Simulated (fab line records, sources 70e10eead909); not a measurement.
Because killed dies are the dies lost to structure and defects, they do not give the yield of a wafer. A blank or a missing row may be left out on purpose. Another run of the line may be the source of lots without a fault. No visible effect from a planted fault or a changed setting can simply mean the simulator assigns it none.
Matching of chambers / flow nand harc / NHARC_A_M0_DESCUM_14 on rie diel-09 has 4 sister chambers
The step chemistry O2, time 3 s. 4 wafers are shown with their chamber, then 10 later ones without.

## WAFERS WITH THEIR CHAMBER
wafer=L087.2; chamber=0; oes product au (a.u.)=1.003
wafer=L090.4; chamber=3; oes product au (a.u.)=1.006
wafer=L091.1; chamber=2; oes product au (a.u.)=0.992
wafer=L091.2; chamber=1; oes product au (a.u.)=1.015

## WAFERS WITHOUT THEIR CHAMBER
wafer=L091.3; oes product au (a.u.)=0.999
wafer=L091.4; oes product au (a.u.)=1.009
wafer=L091.5; oes product au (a.u.)=1.010
wafer=L091.6; oes product au (a.u.)=1.001
wafer=L096.1; oes product au (a.u.)=0.992
wafer=L096.5; oes product au (a.u.)=1.003
wafer=L096.6; oes product au (a.u.)=1.004
wafer=L097.1; oes product au (a.u.)=0.999
wafer=L097.3; oes product au (a.u.)=1.012
wafer=L097.4; oes product au (a.u.)=1.000

## CHAMBER TAKEN BY EACH
wafer=L091.3; from the rows above=can't be placed: 0 or 2 or 3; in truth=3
wafer=L091.4; from the rows above=can't be placed: 3 or 0 or 1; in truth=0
wafer=L091.5; from the rows above=can't be placed: 3 or 1 or 0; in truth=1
wafer=L091.6; from the rows above=can't be placed: 0 or 3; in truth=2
wafer=L096.1; from the rows above=2; in truth=2
wafer=L096.5; from the rows above=can't be placed: 0 or 3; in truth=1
wafer=L096.6; from the rows above=can't be placed: 0 or 3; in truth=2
wafer=L097.1; from the rows above=can't be placed: 0 or 2 or 3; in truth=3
wafer=L097.3; from the rows above=can't be placed: 1 or 3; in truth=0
wafer=L097.4; from the rows above=can't be placed: 0 or 3 or 2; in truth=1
1 of 10 placed correctly. Unplaceable from these rows: 9, with the true chamber sitting among the candidates in 4. 0 placed wrongly.
How it was worked out, from the rows above alone: a wafer's distance from a chamber is the root of the sum, over the readings, of the square of ((its reading less the chamber's mean) divided by the reading's scatter). If the next closest chamber is less than 2 further off than the closest, the wafer can't be placed; otherwise it belongs to the closest. Each chamber's mean is taken over the wafers shown for it. The scatter: root of mean squared gap, hidden wafer to nearest shown wafer, with one shown wafer a chamber.
